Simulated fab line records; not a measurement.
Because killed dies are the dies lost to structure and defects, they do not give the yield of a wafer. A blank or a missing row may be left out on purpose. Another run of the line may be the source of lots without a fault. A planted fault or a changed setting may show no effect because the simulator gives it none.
Matching of chambers ; flow nandHarc ; 4 sister chambers for NHARC_A_BLC_ALD_23 on aldMetal-01
The step deposits TiN, target thk 3 nm, pulse time 1 s, ald cycles 150. 7 wafers are shown with their chamber, then 7 later ones without.

## WAFERS WITH THEIR CHAMBER
wafer;chamber;heaterPowerW (W);heaterPowerOuterW (W)
L515.3;3;1281;841
L516.4;0;943;674
L522.2;2;1056;656
L522.3;0;972;673
L522.4;1;1334;888
L521.3;3;1266;887
L521.5;2;1060;648

## WAFERS WITHOUT THEIR CHAMBER
wafer;heaterPowerW (W);heaterPowerOuterW (W)
L521.6;1312;896
L526.1;1051;632
L526.4;1251;865
L526.6;1275;867
L529.3;969;664
L529.4;1292;865
L529.6;1295;867

## WHICH CHAMBER EACH WENT THROUGH
wafer;from the rows above;in truth
L521.6;can't be placed: 1 or 3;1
L526.1;2;2
L526.4;3;3
L526.6;3;3
L529.3;0;0
L529.4;can't be placed: 3 or 1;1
L529.6;can't be placed: 3 or 1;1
Correctly placed: 4 of 7. Can't be placed from these rows: 3 (the true chamber is among the candidates in 3). Number placed wrongly: 0.
How it was worked out, from the rows above alone: a wafer's distance from a chamber is the root of the sum, over the readings, of the square of ((its reading less the chamber's mean) divided by the reading's scatter). The wafer belongs to the nearest chamber; if the next one is less than 2 further off, it can't be placed. For every chamber, the mean is computed from those of its wafers that are shown. The scatter is the square root of a quotient: the sum, over the shown wafers, of each reading's squared deviation from its chamber's mean, divided by wafers minus chambers.
